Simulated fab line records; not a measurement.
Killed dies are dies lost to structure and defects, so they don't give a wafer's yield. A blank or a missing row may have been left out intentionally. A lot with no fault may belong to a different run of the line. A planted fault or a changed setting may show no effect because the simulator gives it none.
Chamber matching	flow nand-harc	NHARC_A_CONTACT_ETCH_102 on rie-diel-05: 4 sister chambers
The step etches the open film in CF4/O2, target depth 70 nm, overetch 7 nm, time 38.5 s. 16 wafers are shown with their chamber, then 8 later ones without.

WAFERS PAIRED WITH THEIR CHAMBERS
wafer	chamber	showerhead-plenum-p-Torr (Torr)	drypump-motor-current-A (A)	rf-vpp-V (V)
L074.1	0	1.26	5.57	196.4
L074.5	0	1.26	5.60	195.5
L074.6	1	1.31	5.43	198.4
L080.1	2	1.40	5.72	199.2
L080.2	0	1.26	5.62	196.2
L080.6	2	1.40	5.71	200.4
L084.1	1	1.31	5.41	197.3
L084.4	0	1.26	5.62	196.4
L084.5	2	1.40	5.72	198.9
L085.2	0	1.26	5.60	196.4
L085.3	2	1.39	5.73	198.0
L085.6	3	1.43	5.36	200.9
L087.2	3	1.42	5.34	200.4
L087.3	0	1.26	5.63	195.7
L087.4	2	1.39	5.72	198.8
L090.1	0	1.26	5.63	195.7

SIGNATURES (averages over the wafers above)
reading	chamber 0	chamber 1	chamber 2	chamber 3	scatter within a chamber
showerhead-plenum-p-Torr	1.2600	1.3100	1.3960	1.4250	0.00376
drypump-motor-current-A	5.6100	5.4200	5.7200	5.3500	0.0168
rf-vpp-V	196.043	197.850	199.060	200.650	0.626
Rule: distance of a wafer from a chamber = root of the sum over the readings of ((wafer's reading minus chamber's mean) / reading's scatter) squared. The wafer belongs to the nearest chamber; if the next one is less than 2 further off, it can't be placed. The scatter: the root of (the sum of the squares of (reading less its chamber's mean) over the shown wafers, divided by (wafers less chambers)).

WAFERS WITH NO CHAMBER GIVEN
wafer	showerhead-plenum-p-Torr (Torr)	drypump-motor-current-A (A)	rf-vpp-V (V)
L090.3	1.42	5.36	200.6
L090.5	1.26	5.63	197.1
L095.2	1.30	5.41	197.4
L095.3	1.42	5.40	198.9
L095.6	1.42	5.40	200.1
L096.3	1.39	5.71	199.5
L096.4	1.30	5.40	198.1
L096.6	1.25	5.62	196.4

EACH ONE'S CHAMBER
wafer	from the rows above	in truth
L090.3	3	3
L090.5	0	0
L095.2	1	1
L095.3	3	3
L095.6	3	3
L096.3	2	2
L096.4	1	1
L096.6	0	0
Placed correctly: 8 of 8. Number that these rows cannot place: 0. Number placed wrongly: 0.
